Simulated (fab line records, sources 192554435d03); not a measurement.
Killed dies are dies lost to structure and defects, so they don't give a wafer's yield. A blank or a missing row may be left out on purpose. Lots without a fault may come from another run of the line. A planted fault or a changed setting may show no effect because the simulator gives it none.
One fault seen from 3 desks | flow n5_finfet | each desk has only its own numbers; what lay behind them comes last

THE DEFECT DESK
What the inspections along the route counted, lot by lot: means of the sampled wafers that have a number. A lot is out of limits, marked OUT, if its mean lies more than 4 standard deviations from the usual mean; the brackets give that distance.
Columns: A = raw_defect_count at N5_PASSIVATION_INSPECT_61, usual 2.2
lot  | first seen here | A
L845 | day 12 21:13    | 1.3
L849 | day 13 13:03    | 0.0
L848 | day 13 21:19    | 1.0
L846 | day 13 21:28    | 2.7
L852 | day 14 06:52    | 2.0
L853 | day 14 18:08    | 2.7
L856 | day 15 07:08    | 2.3
L855 | day 16 00:52    | 2.0
L857 | day 16 07:23    | 2.0
L865 | day 17 18:07    | 2.7
L864 | day 18 02:58    | 2.7
This desk's finding: nothing out of limits on any of the 11 lots.

THE METROLOGY DESK
What the gauges read, lot by lot, whatever tool the lot ran on: means of the sampled wafers that have a number. A lot is out of limits, marked OUT, if its mean lies more than 4 standard deviations from the usual mean; the brackets give that distance.
Columns: A = MIM_TOP_OVL at N5_MIM_TOP_LITHO_OVL_MEAS_11, usual 0 nm
lot  | first seen here | A
L845 | day 12 18:46    | -2
L849 | day 13 10:32    | 3
L846 | day 13 18:26    | 0
L848 | day 13 18:35    | 2
L852 | day 14 01:59    | -3
L853 | day 14 15:24    | 2
L856 | day 15 03:18    | -1
L855 | day 15 21:01    | -1
L857 | day 16 04:40    | -6
L865 | day 17 15:37    | -4
L864 | day 18 00:35    | -3
This desk's finding: nothing out of limits on any of the 11 lots.

THE TOOL OWNER'S DESK: pecvd-03
The tool's own readings at N5_PASSIVATION_PECVD_55 (deposits SiO2 from SiH4/N2O, target thk 400 nm, time 22.5 s): means of the sampled wafers that have a number, for each lot that ran on this tool. A lot is out of limits, marked OUT, if its mean lies more than 4 standard deviations from the usual mean; the brackets give that distance.
Columns: A = heater_power_w at N5_PASSIVATION_PECVD_55, usual 673 W; B = showerhead_plenum_p_Torr at N5_PASSIVATION_PECVD_55, usual 8.20 Torr; C = showerhead_vpp_V at N5_PASSIVATION_PECVD_55, usual 1480 V; D = throttle_valve_pct at N5_PASSIVATION_PECVD_55, usual 52 %
lot  | first seen here | A   | B    | C    | D
L845 | day 12 20:31    | 659 | 8.13 | 1460 | 52
L848 | day 13 20:44    | 725 | 8.34 | 1416 | 50
L852 | day 14 03:45    | 711 | 8.34 | 1428 | 50
L853 | day 14 17:17    | 614 | 8.19 | 1414 | 52
L855 | day 15 22:43    | 675 | 8.24 | 1339 | 52
L857 | day 16 06:26    | 683 | 8.09 | 1526 | 52
This desk's finding: nothing out of limits on any of the 6 lots.

PUT TOGETHER
The defect desk saw nothing out of limits.
The metrology desk saw nothing out of limits.
The tool owner's desk saw nothing out of limits.

WHAT THE SIMULATOR HAD PUT IN
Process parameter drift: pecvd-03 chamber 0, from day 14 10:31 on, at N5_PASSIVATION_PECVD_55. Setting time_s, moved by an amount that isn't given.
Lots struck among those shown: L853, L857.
